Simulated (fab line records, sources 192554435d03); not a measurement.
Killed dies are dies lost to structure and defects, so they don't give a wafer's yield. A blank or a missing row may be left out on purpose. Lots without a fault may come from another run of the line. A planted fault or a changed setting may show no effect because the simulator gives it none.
Which tool did it? | flow n5_finfet | 24 lots, 72 wafers sampled, at 2 steps of a route of 1938

WHAT THE GAUGES READ, wafer by wafer
N5_BEOL_M7_THK_MEAS_53: measures by xrf. Usual: M7_THK 81 nm, standard deviation 3.1.
lot  | measured     | on            | M7_THK (nm) | flag
L075 | day 9 11:53  | film_metro-01 | 84 76 84    |
L076 | day 9 16:46  | film_metro-02 | 79 83 83    |
L077 | day 9 18:36  | film_metro-02 | 77 85 83    |
L074 | day 10 04:55 | film_metro-01 | 82 82 79    |
L079 | day 10 07:52 | film_metro-01 | 83 78 85    |
L078 | day 10 12:17 | film_metro-01 | 81 80 87    |
L080 | day 10 14:31 | film_metro-01 | 77 77 84    |
L081 | day 10 17:50 | film_metro-01 | 80 78 88    |
L082 | day 11 06:09 | film_metro-01 | 79 83 77    |
L083 | day 11 10:47 | film_metro-02 | 80 86 76    |
L084 | day 11 21:52 | film_metro-02 | 80 79 83    |
L085 | day 12 05:55 | film_metro-02 | 78 85 78    |
L086 | day 12 07:37 | film_metro-01 | 84 77 88    |
L087 | day 12 16:48 | film_metro-02 | 84 81 79    |
L088 | day 12 23:31 | film_metro-01 | 79 84 79    |
L089 | day 13 02:42 | film_metro-02 | 76 83 78    |
L091 | day 13 05:53 | film_metro-02 | 82 77 79    |
L090 | day 13 16:40 | film_metro-02 | 79 84 79    |
L092 | day 14 00:19 | film_metro-02 | 81 78 82    |
L094 | day 14 02:34 | film_metro-02 | 78 78 80    |
L093 | day 14 02:37 | film_metro-01 | 84 79 85    |
L095 | day 14 12:23 | film_metro-01 | 86 82 79    |
L097 | day 14 18:17 | film_metro-02 | 84 82 87    |
L096 | day 14 19:39 | film_metro-02 | 80 76 76    |

WHICH TOOL RAN EACH LOT (tool, then ch and the chambers of the sampled wafers, then the start)
lot  | N5_BEOL_M7_ANNEAL_51
L075 | rtp_anneal-01 ch 0, day 9 11:19
L076 | rtp_anneal-02 ch 0, day 9 16:16
L077 | rtp_anneal-02 ch 0, day 9 18:04
L074 | rtp_anneal-02 ch 0, day 10 04:19
L079 | rtp_anneal-02 ch 0, day 10 07:15
L078 | rtp_anneal-01 ch 0, day 10 11:49
L080 | rtp_anneal-02 ch 0, day 10 13:59
L081 | rtp_anneal-02 ch 0, day 10 17:15
L082 | rtp_anneal-02 ch 0, day 11 05:36
L083 | rtp_anneal-01 ch 0, day 11 10:12
L084 | rtp_anneal-02 ch 0, day 11 21:08
L085 | rtp_anneal-01 ch 0, day 12 05:22
L086 | rtp_anneal-02 ch 0, day 12 07:04
L087 | rtp_anneal-01 ch 0, day 12 16:13
L088 | rtp_anneal-01 ch 0, day 12 23:04
L089 | rtp_anneal-01 ch 0, day 13 02:09
L091 | rtp_anneal-01 ch 0, day 13 05:20
L090 | rtp_anneal-01 ch 0, day 13 16:06
L092 | rtp_anneal-02 ch 0, day 13 23:46
L094 | rtp_anneal-01 ch 0, day 14 02:01
L093 | rtp_anneal-02 ch 0, day 14 02:04
L095 | rtp_anneal-01 ch 0, day 14 11:50
L097 | rtp_anneal-02 ch 0, day 14 17:47
L096 | rtp_anneal-01 ch 0, day 14 19:04
- N5_BEOL_M7_ANNEAL_51: time 90 s.

WHAT THE TOOLS THEMSELVES READ (means of the sampled wafers that have a number; where no wafer has one, the mark that the record gives instead)
N5_BEOL_M7_ANNEAL_51. Usual: wafer_temp_C_max 226.0, standard deviation 0.41.
lot  | tool          | wafer_temp_C_max | flag
L075 | rtp_anneal-01 | 226.4            |
L076 | rtp_anneal-02 | 225.6            |
L077 | rtp_anneal-02 | 226.0            |
L074 | rtp_anneal-02 | 225.8            |
L079 | rtp_anneal-02 | 225.7            |
L078 | rtp_anneal-01 | 226.5            |
L080 | rtp_anneal-02 | 225.6            |
L081 | rtp_anneal-02 | 225.8            |
L082 | rtp_anneal-02 | 225.7            |
L083 | rtp_anneal-01 | 226.6            |
L084 | rtp_anneal-02 | 225.9            |
L085 | rtp_anneal-01 | 226.1            |
L086 | rtp_anneal-02 | 225.6            |
L087 | rtp_anneal-01 | 226.5            |
L088 | rtp_anneal-01 | 226.4            |
L089 | rtp_anneal-01 | 226.3            |
L091 | rtp_anneal-01 | 226.1            |
L090 | rtp_anneal-01 | 226.5            |
L092 | rtp_anneal-02 | 225.8            |
L094 | rtp_anneal-01 | 226.2            |
L093 | rtp_anneal-02 | 225.5            |
L095 | rtp_anneal-01 | 226.7            |
L097 | rtp_anneal-02 | 225.6            |
L096 | rtp_anneal-01 | 226.5            |

THE ANSWER, worked out from the rows above alone
Rule: a lot is off if the mean of its wafers that have a number lies more than 3 standard deviations from the usual mean. A lot without any number at a reading at which 4 lots or more have one is off too. The other lots that the step has rows for count as sound. The gauges are gone through in route order, then the tools' own readings, and for those a lot's mean is taken as printed above. The first step at which some lot is off is used, and at that step the reading that is off furthest; a lot without a number counts as furthest.
No lot is off at any reading shown: from this, nothing can be told.

WHAT THE SIMULATOR HAD PUT IN
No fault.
